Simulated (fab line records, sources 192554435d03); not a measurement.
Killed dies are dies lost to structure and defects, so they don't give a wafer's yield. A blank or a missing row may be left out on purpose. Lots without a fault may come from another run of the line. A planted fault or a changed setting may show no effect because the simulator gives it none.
A struck lot beside a sound one | flow n5_finfet | 34 steps out of a route of 1938
Sound: wafers L755.1, L755.2, L755.4. Struck: wafers L759.1, L759.4, L759.6. The cause comes at the end.
At each step with rows: each side's tool, then ch and its chambers, then its first start. Under that, the readings that differ: sound wafers | struck wafers | difference of the means | sigmas: that difference in standard deviations of wafers without a fault.
alike: readings whose means differ by less than 2 such deviations, and words and numbers that are the same on both sides. not compared: withheld readings, readings that some wafer has no value for, bounds like >300 that may hide the same value, and numbers for which the record gives no deviation and whose values overlap.
The two part at a step that has a row with sigmas, a row that says differs or no value, or rows on one side only. Numbers that don't overlap but have no deviation are shown without sigmas and don't part them. A reading that every wafer of one side lacks parts them only if that side has two wafers or more.

first, 9 steps without rows for these wafers: N5_BEOL_M3_ILD_DEP_00 (deposits SiOC from DEMS/O2, target thk 79 nm, time 15.3 s); N5_BEOL_M3_PECVD_72 (deposits SiO2 from TEOS/O2, target thk 16 nm, time 18 s); N5_BEOL_M3_HM_DEP_02 (deposits TiN, target thk 20 nm); N5_BEOL_M3_COAT_61 (time 60 s, resist thk 60 nm); N5_BEOL_M3_COAT_62 (time 60 s, resist thk 12 nm); N5_BEOL_M3_COAT_73 (time 60 s, resist thk 5 nm); N5_BEOL_M3_COAT_05 (resist thk 30 nm); N5_BEOL_M3_EBR_07; N5_BEOL_M3_SOFTBAKE_06 (time 60 s).
N5_BEOL_M3_EXPOSE_08: exposes mask M3.
  sound on euv_scanner-02 ch 0, day 7 11:02; struck on euv_scanner-02 ch 0, day 8 04:36
  alike: mask
then, 22 steps without rows for these wafers: N5_BEOL_M3_PEB_09 (peb time 60 s); N5_BEOL_M3_DEVELOP_10 (develop time 30 s); N5_BEOL_M3_DESCUM_16 (chemistry O2, time 7 s); N5_BEOL_M3_ETCH_74 (etches underlayer in N2/H2, target depth 6.5 nm, time 5.2 s); N5_BEOL_M3_ETCH_63 (etches SiARC in CF4, target depth 15.6 nm, time 26 s); N5_BEOL_M3_ETCH_64 (etches SOC in N2/H2, target depth 75 nm, overetch 15 nm, time 112.5 s); N5_BEOL_M3_STRIP_65 (strips in N2/H2); N5_BEOL_M3_STRIP_75 (strips in N2/H2); N5_BEOL_M3_STRIP_66 (strips in CF4); N5_BEOL_M3_HM_OPEN_17 (chemistry Cl2/BCl3, target TiN, target depth 20 nm, overetch 6 nm); N5_BEOL_M3_STRIP_19 (strips in O2); N5_BEOL_M3_COAT_67 (time 60 s, resist thk 60 nm); N5_BEOL_M3_COAT_68 (time 60 s, resist thk 12 nm); N5_BEOL_M3_COAT_76 (time 60 s, resist thk 5 nm); N5_BEOL_M3_COAT_22 (resist thk 30 nm); N5_BEOL_M3_EBR_24; N5_BEOL_M3_SOFTBAKE_23 (time 60 s); N5_BEOL_M3_EXPOSE_25 (exposes mask V2, defocus 5 nm); N5_BEOL_M3_PEB_26 (peb time 60 s); N5_BEOL_M3_DEVELOP_27 (develop time 30 s); N5_BEOL_M3_DESCUM_33 (chemistry O2, time 7 s); N5_BEOL_M3_ETCH_77 (etches underlayer in N2/H2, target depth 6.5 nm, time 5.2 s).
N5_BEOL_M4_RC_MEAS_101:
  sound on prober-02 ch 0, day 8 03:44; struck on prober-01 ch 0, day 9 13:31
  reading        | sound             | struck            | difference | sigmas
  DIBL_P (mV/V)  | 33.6 34.6 34.5    | 36.5 36.6 39.8    | +3.4       | +2
  IOFF_P (nA/um) | 0.190 0.207 0.204 | 0.238 0.240 0.295 | +0.057     | +2
  alike: DIBL_N, IOFF_N, ION_N, ION_P, SS_N, SS_P, VT_N, VT_P
-- the record jumps here: 4 days lie between the struck wafers' starts before and after (it left off in module BEOL_M4 and takes up again in module PASSIVATION, whose first step shown is number 1936 of the route) --
N5_PASSIVATION_PROBE_49:
  sound on prober-01, day 12 22:01; struck on prober-01, day 13 23:31
  reading                  | sound          | struck         | difference | sigmas
  defect_limited_yield (%) | 91.3 90.8 90.1 | 86.0 88.4 57.1 | -13.6      | -9
  killed_at_M0_to_M3       | 38 45 41       | 86 67 445      | +158       | +14
  killed_dies              | 103 108 117    | 165 137 506    | +160       | +9
  killed_on_rim            | 11 11 12       | 29 25 65       | +28        | +7
  sort_bin_5_function (%)  | 4.3 5.1 6.0    | 8.5 6.7 25.5   | +8.4       | +9
  sort_bin_6_memory (%)    | 4.1 3.6 3.6    | 4.9 4.4 15.1   | +4.4       | +6
  sort_n_pass              | 1077 1072 1063 | 1015 1043 674  | -160       | -9
  sort_yield_pct (%)       | 91.3 90.8 90.1 | 86.0 88.4 57.1 | -13.6      | -9
  alike: killed_at_M4_up, killed_at_contacts, killed_at_front_end, killed_at_other, killed_open, killed_short

WHERE THEY PART
First at N5_BEOL_M4_RC_MEAS_101; last, within this record, at N5_PASSIVATION_PROBE_49.

WHY: what the simulator had put in
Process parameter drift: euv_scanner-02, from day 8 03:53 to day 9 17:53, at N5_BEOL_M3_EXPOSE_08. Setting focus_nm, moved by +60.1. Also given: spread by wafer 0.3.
